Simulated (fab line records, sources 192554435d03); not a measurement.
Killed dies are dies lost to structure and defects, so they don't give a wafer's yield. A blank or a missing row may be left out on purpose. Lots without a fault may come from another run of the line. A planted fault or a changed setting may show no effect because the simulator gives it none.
Split-lot experiment | flow n5_finfet | 7 lots, 21 wafers read, on a route of 1938 steps

THE SPLIT
At N5_BEOL_M3_EXPOSE_08 (exposes mask M3), the setting dose_mj was moved away from the recipe's 33 on 7 of the 21 wafers read, by -6.7% to +6.1%. The other wafers ran this setting at the recipe's value.

FROM THE SPLIT TO THE READING: what the file shows between them, 13 steps
- N5_BEOL_M3_PEB_09: peb time 60 s
- N5_BEOL_M3_DEVELOP_10: develop time 30 s
- N5_BEOL_M3_CD_MEAS_11: target cd 17.05 nm
- N5_BEOL_M3_DESCUM_16: chemistry O2, time 7 s
- N5_BEOL_M3_ETCH_74: etches underlayer in N2/H2, target depth 6.5 nm, time 5.2 s
- N5_BEOL_M3_ETCH_63: etches SiARC in CF4, target depth 15.6 nm, time 26 s
- N5_BEOL_M3_ETCH_64: etches SOC in N2/H2, target depth 75 nm, overetch 15 nm, time 112.5 s
- N5_BEOL_M3_STRIP_75: strips in N2/H2
- N5_BEOL_M3_STRIP_66: strips in CF4
- N5_BEOL_M3_HM_OPEN_17: chemistry Cl2/BCl3, target TiN, target depth 20 nm, overetch 6 nm
- N5_BEOL_M3_STRIP_19: strips in O2
- N5_BEOL_M3_PRECLEAN_42: cleans in residue remover, time 60 s
- N5_BEOL_M3_SRD_43: time 30 s

THE READING
cd_nm, in nm, at N5_BEOL_M3_CD_MEAS_35 (target cd 18 nm, target cd y 21 nm). Fault-free wafers of this fab line usually give 18.1 nm, standard deviation 0.34 nm.

wafer  | tool, chamber at the split | dose_mj as run | against the recipe | cd_nm, nm | against lot-mates on the recipe
L074.1 | euv_scanner-02, 0          | 30.79          | -6.7%              | 16.6      | -1.5
L074.2 | euv_scanner-02, 0          | 33             | recipe             | 17.9      | -
L074.3 | euv_scanner-02, 0          | 33             | recipe             | 18.3      | -
L077.3 | euv_scanner-01, 0          | 33             | recipe             | 18.0      | -
L077.4 | euv_scanner-01, 0          | 33             | recipe             | 17.7      | -
L077.5 | euv_scanner-01, 0          | 33             | recipe             | 18.0      | -
L078.1 | euv_scanner-01, 0          | 33             | recipe             | 18.3      | -
L078.3 | euv_scanner-01, 0          | 32.13          | -2.6%              | 17.7      | -0.7
L078.5 | euv_scanner-01, 0          | 33             | recipe             | 18.4      | -
L080.1 | euv_scanner-02, 0          | 35             | +6.1%              | 19.1      | +0.9
L080.2 | euv_scanner-02, 0          | 33             | recipe             | 18.4      | -
L080.3 | euv_scanner-02, 0          | 33             | recipe             | 18.1      | -
L084.4 | euv_scanner-02, 0          | 30.85          | -6.5%              | 17.0      | -1.1
L084.5 | euv_scanner-02, 0          | 33             | recipe             | 18.1      | -
L084.6 | euv_scanner-02, 0          | 30.85          | -6.5%              | 17.4      | -0.7
L088.1 | euv_scanner-02, 0          | 31.67          | -4.0%              | 17.8      | -0.2
L088.2 | euv_scanner-02, 0          | 31.67          | -4.0%              | 17.4      | -0.6
L088.5 | euv_scanner-02, 0          | 33             | recipe             | 18.0      | -
L096.2 | euv_scanner-02, 0          | 33             | recipe             | 17.4      | -
L096.3 | euv_scanner-02, 0          | 33             | recipe             | 17.8      | -
L096.6 | euv_scanner-02, 0          | 33             | recipe             | 18.0      | -

THE FIT
A straight line over all 21 wafers: cd_nm changes by +0.155 nm for each +1% of dose_mj; r = +0.86; the points scatter about the line by 0.28 nm.
The same after taking each lot's own level away (the mean of its wafers on the recipe; 21 wafers): +0.154 nm for each +1%; r = +0.90; scatter 0.22 nm.
On that fit, the largest move of dose_mj shifts the reading by 1 nm.
The lots' own levels span 17.73 to 18.35 nm, that is 1.8 times the standard deviation above.
So the lot-to-lot level changes the slope little: the two slopes agree.
Check: with one of the wafers moved furthest among these (-6.7%) left out of the fit, the line predicts -0.907 nm for it against its lot-mates. It came out at -1.5 nm against them.

OTHER SPLITS ON THESE WAFERS
These wafers also went through other splits before the reading. Each is held against what the fit with the lots' levels taken away leaves over:
other split on the same wafers | wafers away from the commonest value | r with cd_nm (lot level and that fit taken away)
N5_BEOL_M2_ETCH_70 time_s      | 5                                    | -0.26
N5_BEOL_M3_COAT_05 spin_rpm    | 5                                    | -0.35

THE WHOLE CHAIN: every reading that the file lists as answering this split, in the file's order
step                  | what it does                                                      | reading                                                               | change (the file's fit)               | r (the file's)
N5_BEOL_M3_CD_MEAS_11 | target cd 17.05 nm                                                | cd_nm                                                                 | +0.214 nm for each +1% of the setting | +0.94
N5_BEOL_M3_ETCH_74    | etches underlayer in N2/H2, target depth 6.5 nm, time 5.2 s       | BEOL_M3.cd_offset_nm (the simulator's own value, which no gauge read) | +0.198 nm for each +1% of the setting | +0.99
N5_BEOL_M3_HM_OPEN_17 | chemistry Cl2/BCl3, target TiN, target depth 20 nm, overetch 6 nm | BEOL_M3.cd_offset_nm (the simulator's own value, which no gauge read) | +0.184 nm for each +1% of the setting | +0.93
N5_BEOL_M3_CD_MEAS_35 | target cd 18 nm, target cd y 21 nm                                | cd_nm                                                                 | +0.166 nm for each +1% of the setting | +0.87

THE FILE'S OWN FIT
cd_nm changes by +0.166 nm for each +1% of dose_mj, r = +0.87.
